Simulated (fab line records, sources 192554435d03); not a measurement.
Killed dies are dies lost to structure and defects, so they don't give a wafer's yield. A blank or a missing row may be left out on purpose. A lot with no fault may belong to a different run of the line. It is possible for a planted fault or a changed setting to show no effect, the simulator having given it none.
The tool behind it: which one? || flow n5Finfet || at 1 step of a route of 1938, 12 lots with 36 wafers sampled

== WHAT THE GAUGES READ, wafer by wafer ==
N5_BEOL_M9_CD_MEAS_28 targets a cd of 70 nm.
{"lot": "L074", "measured": "day 10 23:20", "on": "cdSem-01", "cdNm (nm)": "70.29 69.53 69.97"}
{"lot": "L077", "measured": "day 11 13:23", "on": "cdSem-02", "cdNm (nm)": "70.06 69.86 69.65"}
{"lot": "L078", "measured": "day 11 18:50", "on": "cdSem-01", "cdNm (nm)": "69.85 69.97 70.02"}
{"lot": "L083", "measured": "day 12 03:29", "on": "cdSem-03", "cdNm (nm)": "70.23 69.97 70.23"}
{"lot": "L084", "measured": "day 13 08:34", "on": "cdSem-03", "cdNm (nm)": "69.99 69.93 69.76"}
{"lot": "L088", "measured": "day 13 11:47", "on": "cdSem-03", "cdNm (nm)": "69.94 70.13 69.66"}
{"lot": "L086", "measured": "day 14 04:28", "on": "cdSem-02", "cdNm (nm)": "70.54 69.87 70.00"}
{"lot": "L089", "measured": "day 14 12:14", "on": "cdSem-01", "cdNm (nm)": "69.81 70.04 70.21"}
{"lot": "L090", "measured": "day 14 22:43", "on": "cdSem-02", "cdNm (nm)": "70.52 69.74 70.10"}
{"lot": "L093", "measured": "day 15 07:40", "on": "cdSem-03", "cdNm (nm)": "69.96 69.78 69.95"}
{"lot": "L095", "measured": "day 15 21:12", "on": "cdSem-02", "cdNm (nm)": "70.14 70.13 70.18"}
{"lot": "L097", "measured": "day 16 19:59", "on": "cdSem-02", "cdNm (nm)": "70.00 70.36 69.83"}

== WHICH TOOL RAN EACH LOT (tool, then ch and the chambers of the sampled wafers, then the start) ==
There is no process step in the record ahead of these readings.

== THE ANSWER, worked out from the rows above alone ==
Rule: what is usual is taken from the lots themselves. Put in order of their means at a reading, lots are off if they are a third of the lots or fewer, leave a main group of 4 or more, and stand apart from it by a gap of 3 or more times the standard deviation of the main group's means; of several such gaps the widest counts. The tables above print the reading to a certain number of digits; a main group whose means all agree to those digits is not used. Also off: a lot with no number at a reading for which 4 or more lots have one. Any other lot the step has rows for is counted as sound.
No lot is off on any of the readings shown, so nothing can be concluded from this.

== WHAT HAD BEEN PUT IN BY THE SIMULATOR ==
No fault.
